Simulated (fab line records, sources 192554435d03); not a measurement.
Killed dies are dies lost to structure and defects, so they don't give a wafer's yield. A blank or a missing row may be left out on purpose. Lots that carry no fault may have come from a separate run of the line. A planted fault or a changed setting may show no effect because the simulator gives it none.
Split-lot study / flow n5 finfet / 39 wafers read across 7 lots, on a route 1938 steps long

== SPLIT DETAILS ==
At N5_BEOL_M10_ETCH_62 (etches SOC in N2/H2, target depth 110 nm, overetch 22 nm, time 165 s), the setting time s was moved away from the recipe's 165 s on 15 of the 39 wafers read, by -59.1% to +53.2%. The other wafers ran this setting at the recipe's value.

Reading taken at the split's own step.

== THE READING ==
SiARC_of_BEOL_M10_COAT_60.thk nm (the simulator's own value, which no gauge read), in nm, at N5_BEOL_M10_ETCH_62 (etches SOC in N2/H2, target depth 110 nm, overetch 22 nm, time 165 s). The file does not state a usual value for it. The 24 wafers here that ran the recipe average 23.4 nm, standard deviation 0.25 nm.

wafer=L074.1; tool, chamber at the split=rie diel-03, 3; time s as run, s=165; against the recipe=recipe; SiARC_of_BEOL_M10_COAT_60.thk nm, nm=23.4; against lot-mates on the recipe=-
wafer=L074.2; tool, chamber at the split=rie diel-03, 2; time s as run, s=116.9; against the recipe=-29.2%; SiARC_of_BEOL_M10_COAT_60.thk nm, nm=25.6; against lot-mates on the recipe=+2.0
wafer=L074.3; tool, chamber at the split=rie diel-03, 0; time s as run, s=165; against the recipe=recipe; SiARC_of_BEOL_M10_COAT_60.thk nm, nm=23.6; against lot-mates on the recipe=-
wafer=L074.4; tool, chamber at the split=rie diel-03, 1; time s as run, s=165; against the recipe=recipe; SiARC_of_BEOL_M10_COAT_60.thk nm, nm=23.8; against lot-mates on the recipe=-
wafer=L074.5; tool, chamber at the split=rie diel-03, 2; time s as run, s=116.9; against the recipe=-29.2%; SiARC_of_BEOL_M10_COAT_60.thk nm, nm=25.4; against lot-mates on the recipe=+1.8
wafer=L074.6; tool, chamber at the split=rie diel-03, 1; time s as run, s=116.9; against the recipe=-29.2%; SiARC_of_BEOL_M10_COAT_60.thk nm, nm=25.6; against lot-mates on the recipe=+2.0
wafer=L078.1; tool, chamber at the split=rie diel-02, 0; time s as run, s=127.1; against the recipe=-23.0%; SiARC_of_BEOL_M10_COAT_60.thk nm, nm=25; against lot-mates on the recipe=+1.5
wafer=L078.2; tool, chamber at the split=rie diel-02, 1; time s as run, s=165; against the recipe=recipe; SiARC_of_BEOL_M10_COAT_60.thk nm, nm=23.6; against lot-mates on the recipe=-
wafer=L078.3; tool, chamber at the split=rie diel-02, 3; time s as run, s=127.1; against the recipe=-23.0%; SiARC_of_BEOL_M10_COAT_60.thk nm, nm=25.2; against lot-mates on the recipe=+1.7
wafer=L078.4; tool, chamber at the split=rie diel-02, 3; time s as run, s=165; against the recipe=recipe; SiARC_of_BEOL_M10_COAT_60.thk nm, nm=23.6; against lot-mates on the recipe=-
wafer=L078.5; tool, chamber at the split=rie diel-02, 0; time s as run, s=165; against the recipe=recipe; SiARC_of_BEOL_M10_COAT_60.thk nm, nm=23.4; against lot-mates on the recipe=-
wafer=L078.6; tool, chamber at the split=rie diel-02, 1; time s as run, s=127.1; against the recipe=-23.0%; SiARC_of_BEOL_M10_COAT_60.thk nm, nm=24.8; against lot-mates on the recipe=+1.3
wafer=L081.1; tool, chamber at the split=rie diel-02, 1; time s as run, s=67.47; against the recipe=-59.1%; SiARC_of_BEOL_M10_COAT_60.thk nm, nm=27.4; against lot-mates on the recipe=+4.2
wafer=L081.2; tool, chamber at the split=rie diel-02, 3; time s as run, s=67.47; against the recipe=-59.1%; SiARC_of_BEOL_M10_COAT_60.thk nm, nm=27.6; against lot-mates on the recipe=+4.4
wafer=L081.3; tool, chamber at the split=rie diel-02, 2; time s as run, s=165; against the recipe=recipe; SiARC_of_BEOL_M10_COAT_60.thk nm, nm=23; against lot-mates on the recipe=-
wafer=L081.4; tool, chamber at the split=rie diel-02, 0; time s as run, s=67.47; against the recipe=-59.1%; SiARC_of_BEOL_M10_COAT_60.thk nm, nm=27.4; against lot-mates on the recipe=+4.2
wafer=L081.5; tool, chamber at the split=rie diel-02, 2; time s as run, s=165; against the recipe=recipe; SiARC_of_BEOL_M10_COAT_60.thk nm, nm=23; against lot-mates on the recipe=-
wafer=L081.6; tool, chamber at the split=rie diel-02, 1; time s as run, s=165; against the recipe=recipe; SiARC_of_BEOL_M10_COAT_60.thk nm, nm=23.6; against lot-mates on the recipe=-
wafer=L083.1; tool, chamber at the split=rie diel-02, 0; time s as run, s=165; against the recipe=recipe; SiARC_of_BEOL_M10_COAT_60.thk nm, nm=23.4; against lot-mates on the recipe=-
wafer=L083.2; tool, chamber at the split=rie diel-02, 3; time s as run, s=165; against the recipe=recipe; SiARC_of_BEOL_M10_COAT_60.thk nm, nm=23.6; against lot-mates on the recipe=-
wafer=L083.3; tool, chamber at the split=rie diel-02, 1; time s as run, s=165; against the recipe=recipe; SiARC_of_BEOL_M10_COAT_60.thk nm, nm=23.4; against lot-mates on the recipe=-
wafer=L083.4; tool, chamber at the split=rie diel-02, 2; time s as run, s=165; against the recipe=recipe; SiARC_of_BEOL_M10_COAT_60.thk nm, nm=23; against lot-mates on the recipe=-
wafer=L083.5; tool, chamber at the split=rie diel-02, 1; time s as run, s=165; against the recipe=recipe; SiARC_of_BEOL_M10_COAT_60.thk nm, nm=23.4; against lot-mates on the recipe=-
wafer=L083.6; tool, chamber at the split=rie diel-02, 2; time s as run, s=165; against the recipe=recipe; SiARC_of_BEOL_M10_COAT_60.thk nm, nm=22.8; against lot-mates on the recipe=-
wafer=L088.1; tool, chamber at the split=rie diel-04, 3; time s as run, s=165; against the recipe=recipe; SiARC_of_BEOL_M10_COAT_60.thk nm, nm=23.2; against lot-mates on the recipe=-
wafer=L088.4; tool, chamber at the split=rie diel-04, 2; time s as run, s=165; against the recipe=recipe; SiARC_of_BEOL_M10_COAT_60.thk nm, nm=23.4; against lot-mates on the recipe=-
wafer=L088.5; tool, chamber at the split=rie diel-04, 3; time s as run, s=165; against the recipe=recipe; SiARC_of_BEOL_M10_COAT_60.thk nm, nm=23.4; against lot-mates on the recipe=-
wafer=L093.1; tool, chamber at the split=rie diel-04, 2; time s as run, s=252.7; against the recipe=+53.2%; SiARC_of_BEOL_M10_COAT_60.thk nm, nm=20; against lot-mates on the recipe=-3.5
wafer=L093.2; tool, chamber at the split=rie diel-04, 0; time s as run, s=165; against the recipe=recipe; SiARC_of_BEOL_M10_COAT_60.thk nm, nm=23.6; against lot-mates on the recipe=-
wafer=L093.3; tool, chamber at the split=rie diel-04, 1; time s as run, s=165; against the recipe=recipe; SiARC_of_BEOL_M10_COAT_60.thk nm, nm=23.6; against lot-mates on the recipe=-
wafer=L093.4; tool, chamber at the split=rie diel-04, 3; time s as run, s=165; against the recipe=recipe; SiARC_of_BEOL_M10_COAT_60.thk nm, nm=23.4; against lot-mates on the recipe=-
wafer=L093.5; tool, chamber at the split=rie diel-04, 3; time s as run, s=252.7; against the recipe=+53.2%; SiARC_of_BEOL_M10_COAT_60.thk nm, nm=19.8; against lot-mates on the recipe=-3.7
wafer=L093.6; tool, chamber at the split=rie diel-04, 2; time s as run, s=252.7; against the recipe=+53.2%; SiARC_of_BEOL_M10_COAT_60.thk nm, nm=20; against lot-mates on the recipe=-3.5
wafer=L087.1; tool, chamber at the split=rie diel-03, 1; time s as run, s=165; against the recipe=recipe; SiARC_of_BEOL_M10_COAT_60.thk nm, nm=23.8; against lot-mates on the recipe=-
wafer=L087.2; tool, chamber at the split=rie diel-03, 0; time s as run, s=165; against the recipe=recipe; SiARC_of_BEOL_M10_COAT_60.thk nm, nm=23.4; against lot-mates on the recipe=-
wafer=L087.3; tool, chamber at the split=rie diel-03, 3; time s as run, s=211.2; against the recipe=+28.0%; SiARC_of_BEOL_M10_COAT_60.thk nm, nm=21.4; against lot-mates on the recipe=-2.2
wafer=L087.4; tool, chamber at the split=rie diel-03, 2; time s as run, s=211.2; against the recipe=+28.0%; SiARC_of_BEOL_M10_COAT_60.thk nm, nm=21.8; against lot-mates on the recipe=-1.8
wafer=L087.5; tool, chamber at the split=rie diel-03, 0; time s as run, s=211.2; against the recipe=+28.0%; SiARC_of_BEOL_M10_COAT_60.thk nm, nm=21.6; against lot-mates on the recipe=-2.0
wafer=L087.6; tool, chamber at the split=rie diel-03, 1; time s as run, s=165; against the recipe=recipe; SiARC_of_BEOL_M10_COAT_60.thk nm, nm=23.6; against lot-mates on the recipe=-

FIT RESULTS
A straight line over all 39 wafers: SiARC_of_BEOL_M10_COAT_60.thk nm changes by -0.0675 nm for each +1% of time s; r = -0.99; the points scatter about the line by 0.22 nm.
The same after taking each lot's own level away (the mean of its wafers on the recipe; 39 wafers): -0.0695 nm for each +1%; r = -0.99; scatter 0.19 nm.
Per that fit: largest time s move, reading shift of 4.1 nm.
Measured against the standard deviation above, the lots' own levels, which go from 23.20 to 23.60 nm, span 1.6 times it.
Hence the lot-to-lot level has little effect on the slope; both slopes agree.
Check: with one of the wafers moved furthest among these (-59.1%) left out of the fit, the line predicts +4.09 nm for it against its lot-mates. Against them it came out at +4.2 nm.

== THE OTHER SPLITS THESE WAFERS WENT THROUGH ==
Before the reading, these wafers also passed through other splits. Each is held against what the fit with the lots' levels taken away leaves over:
other split on the same wafers=N5_BEOL_M7_TRENCH_ETCH_37 time s; wafers away from the commonest value=15; r with SiARC_of_BEOL_M10_COAT_60.thk nm (lot level and that fit taken away)=-0.03

== THE WHOLE CHAIN: every reading that the file lists as answering this split, in the file's order ==
step=N5_BEOL_M10_ETCH_62; what it does=etches SOC in N2/H2, target depth 110 nm, overetch 22 nm, time 165 s; reading=etch.depth nm (the simulator's own value, which no gauge read); change (the file's fit)=not straight: 53.62 at the lowest setting, 100.1 at the recipe, 99.8 at the highest; r (the file's)=not given
step=N5_BEOL_M10_ETCH_62; what it does=etches SOC in N2/H2, target depth 110 nm, overetch 22 nm, time 165 s; reading=SiARC_of_BEOL_M10_COAT_60.thk nm (the simulator's own value, which no gauge read); change (the file's fit)=-0.0695 nm for each +1% of the setting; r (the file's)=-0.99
step=N5_BEOL_M10_OCD_MEAS_38; what it does=; reading=trench depth nm; change (the file's fit)=not straight: 0 at the lowest setting, 148 at the recipe, 145 at the highest; r (the file's)=not given

== FILE'S OWN FIT ==
SiARC_of_BEOL_M10_COAT_60.thk nm changes by -0.0695 nm for each +1% of time s, r = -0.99.
